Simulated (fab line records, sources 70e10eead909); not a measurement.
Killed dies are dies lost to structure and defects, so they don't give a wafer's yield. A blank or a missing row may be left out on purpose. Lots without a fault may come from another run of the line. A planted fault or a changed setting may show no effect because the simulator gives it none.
Chamber matching | flow nand_harc | NHARC_A_BONDPAD_STRIP_15 on rie_diel-10: 4 sister chambers
The step strips in O2. 4 wafers are shown with their chamber, then 12 later ones without.

WAFERS WITH THEIR CHAMBER
wafer  | chamber | showerhead_plenum_p_Torr (Torr)
L084.2 | 3       | 3.62
L092.2 | 1       | 3.59
L092.4 | 0       | 3.49
L092.5 | 2       | 3.63

WAFERS WITHOUT THEIR CHAMBER
wafer  | showerhead_plenum_p_Torr (Torr)
L089.2 | 3.61
L089.4 | 3.49
L089.5 | 3.49
L090.2 | 3.63
L090.3 | 3.49
L090.6 | 3.49
L091.3 | 3.59
L091.4 | 3.49
L091.6 | 3.61
L096.1 | 3.61
L096.4 | 3.49
L096.6 | 3.63

WHICH CHAMBER EACH WENT THROUGH
wafer  | from the rows above          | in truth
L089.2 | can't be placed: 3 or 1 or 2 | 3
L089.4 | 0                            | 0
L089.5 | 0                            | 0
L090.2 | can't be placed: 2 or 3      | 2
L090.3 | 0                            | 0
L090.6 | 0                            | 0
L091.3 | 1                            | 1
L091.4 | 0                            | 0
L091.6 | can't be placed: 3 or 1 or 2 | 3
L096.1 | can't be placed: 3 or 1 or 2 | 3
L096.4 | 0                            | 0
L096.6 | can't be placed: 2 or 3      | 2
Placed correctly: 7 of 12. Can't be placed from these rows: 5 (the true chamber is among the candidates in 5). Placed wrongly: 0.
How it was worked out, from the rows above alone: a wafer's distance from a chamber is the root of the sum, over the readings, of the square of ((its reading less the chamber's mean) divided by the reading's scatter). The wafer belongs to the nearest chamber; if the next one is less than 2 further off, it can't be placed. A chamber's mean is the mean of its shown wafers. The scatter: with one shown wafer a chamber, the root of the mean of the squares of how far each hidden wafer lies from its nearest shown one.
